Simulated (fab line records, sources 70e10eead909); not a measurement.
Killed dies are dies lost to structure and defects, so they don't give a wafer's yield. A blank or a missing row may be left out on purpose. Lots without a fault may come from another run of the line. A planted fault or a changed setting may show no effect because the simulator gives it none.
Which tool did it? | flow nand_harc | 14 lots, 42 wafers sampled, at 4 steps of a route of 1159

WHAT THE GAUGES READ, wafer by wafer
NHARC_THIN_TSV_THK_MEAS_02: measures by ir. Usual: thk_nm 2975 nm, standard deviation 230.
lot  | measured     | on            | thk_nm (nm)    | flag
L197 | day 19 00:27 | film_metro-01 | 3319 3154 3199 |
L196 | day 19 01:38 | film_metro-02 | 2831 2821 2669 |
L198 | day 19 02:50 | film_metro-01 | 2957 2903 2524 |
L201 | day 19 21:38 | film_metro-01 | 2783 3186 3102 |
L202 | day 20 06:20 | film_metro-02 | 3072 2840 2924 |
L203 | day 20 05:08 | film_metro-02 | 2934 2710 3047 |
L204 | day 20 22:30 | film_metro-01 | 2905 2449 2726 |
L205 | day 20 23:42 | film_metro-02 | 2921 3029 2994 |
L206 | day 21 00:54 | film_metro-01 | 3094 3186 2831 |
L207 | day 21 09:58 | film_metro-02 | 2976 3229 3208 |
L215 | day 23 13:20 | film_metro-02 | 3645 3163 3302 |
L216 | day 23 21:02 | film_metro-01 | 2778 2788 2791 |
L217 | day 24 05:58 | film_metro-02 | 2903 2871 2907 |
L219 | day 24 14:47 | film_metro-02 | 3232 2865 3064 |

NHARC_END_SORT_01. Usual: killed_at_array 28, standard deviation 11; killed_at_other 0.8, standard deviation 1.1; killed_at_periphery 3.3, standard deviation 2.8; killed_dies 32, standard deviation 11; killed_open 3.3, standard deviation 1.9; killed_short 1.9, standard deviation 1.4.
lot  | measured     | on        | killed_at_array | killed_at_other | killed_at_periphery | killed_dies | killed_open | killed_short | flag
L215 | day 24 17:31 | prober-02 | 118 112 105     | 0 1 2           | 0 2 2               | 118 115 109 | 2 6 1       | 2 1 1        | OFF
L216 | day 25 01:14 | prober-02 | 125 120 140     | 0 1 0           | 1 2 2               | 126 123 142 | 2 6 5       | 4 0 1        | OFF

WHICH TOOL RAN EACH LOT (tool, then ch and the chambers of the sampled wafers, then the start)
lot  | NHARC_A_CONTACT_ETCH_120             | NHARC_THIN_TSV_CMP_01
L197 | har_cap_etch-02 ch 1, day 16 13:20   | cmp-04 ch 0,1, day 19 00:11
L196 | har_cap_etch-03 ch 0,1, day 16 13:39 | cmp-01 ch 1,2, day 19 01:23
L198 | har_cap_etch-02 ch 0,1, day 17 00:38 | cmp-04 ch 0,2, day 19 02:37
L201 | har_cap_etch-03 ch 0,1, day 17 14:19 | cmp-02 ch 0,1,3, day 19 21:25
L202 | har_cap_etch-03 ch 0,1, day 18 03:35 | cmp-02 ch 0,1,2, day 20 06:05
L203 | har_cap_etch-02 ch 0,1, day 18 07:38 | cmp-01 ch 0,2,3, day 20 04:56
L204 | har_cap_etch-02 ch 0,1, day 18 15:23 | cmp-04 ch 1,2,3, day 20 22:14
L205 | har_cap_etch-03 ch 0,1, day 18 17:07 | cmp-04 ch 1,2,3, day 20 23:28
L206 | har_cap_etch-02 ch 0,1, day 18 19:52 | cmp-01 ch 0,1,3, day 21 00:43
L207 | har_cap_etch-01 ch 0,1, day 18 22:07 | cmp-01 ch 0,1,2, day 21 09:43
L215 | har_cap_etch-01 ch 0,1, day 21 12:55 | cmp-02 ch 0,1,2, day 23 13:05
L216 | har_cap_etch-01 ch 0,1, day 21 15:58 | cmp-04 ch 1,2,3, day 23 20:46
L217 | har_cap_etch-02 ch 0,1, day 22 00:17 | cmp-01 ch 0,1,2, day 24 05:45
L219 | har_cap_etch-02 ch 0,1, day 22 10:32 | cmp-02 ch 0,1, day 24 14:31
- NHARC_A_CONTACT_ETCH_120: etches the open film in C4F8/O2/Ar, time 94 s, target depth 922 nm.
- NHARC_THIN_TSV_CMP_01: polishes.

WHAT THE TOOLS THEMSELVES READ (means of the sampled wafers that have a number; where no wafer has one, the mark that the record gives instead)
NHARC_THIN_TSV_CMP_01. Usual: edge_zone_pressure_frac 1.000, standard deviation 0.0041; motor_current_A 12.0 A, standard deviation 1.2; retaining_ring_pressure_frac 0.999, standard deviation 0.0044.
lot  | tool   | edge_zone_pressure_frac | motor_current_A (A) | retaining_ring_pressure_frac | flag
L197 | cmp-04 | 0.999                   | 12.3                | 1.003                        |
L196 | cmp-01 | 1.000                   | 11.9                | 0.994                        |
L198 | cmp-04 | 1.001                   | 11.1                | 1.001                        |
L201 | cmp-02 | 0.996                   | 10.7                | 0.998                        |
L202 | cmp-02 | 0.999                   | 11.7                | 0.998                        |
L203 | cmp-01 | 1.006                   | 12.2                | 0.994                        |
L204 | cmp-04 | 1.002                   | 13.0                | 0.999                        |
L205 | cmp-04 | 0.996                   | 13.2                | 0.998                        |
L206 | cmp-01 | 0.999                   | 11.9                | 0.997                        |
L207 | cmp-01 | 1.002                   | 12.6                | 1.002                        |
L215 | cmp-02 | 1.001                   | 11.8                | 0.997                        |
L216 | cmp-04 | 1.002                   | 13.5                | 0.998                        |
L217 | cmp-01 | 1.001                   | 12.6                | 0.999                        |
L219 | cmp-02 | 1.002                   | 11.6                | 0.994                        |

THE ANSWER, worked out from the rows above alone
Rule: a lot is off if the mean of its wafers that have a number lies more than 3 standard deviations from the usual mean. A lot without any number at a reading at which 4 lots or more have one is off too. The other lots that the step has rows for count as sound. The gauges are gone through in route order, then the tools' own readings, and for those a lot's mean is taken as printed above. The first step at which some lot is off is used, and at that step the reading that is off furthest; a lot without a number counts as furthest.
Off: L215, L216, at NHARC_END_SORT_01 (killed_at_array). Neither off nor sound, because the step has no rows for them: L197, L196, L198, L201, L202, L203, L204, L205, L206, L207, L217, L219.
A tool fits if, at a process step before that reading, it ran every lot that is off, and no sound lot after the first of them. The gauges at NHARC_END_SORT_01 are tried like those tools. Can't be told from this: 2 tools fit, har_cap_etch-01 at NHARC_A_CONTACT_ETCH_120, prober-02 at NHARC_END_SORT_01.

WHAT THE SIMULATOR HAD PUT IN
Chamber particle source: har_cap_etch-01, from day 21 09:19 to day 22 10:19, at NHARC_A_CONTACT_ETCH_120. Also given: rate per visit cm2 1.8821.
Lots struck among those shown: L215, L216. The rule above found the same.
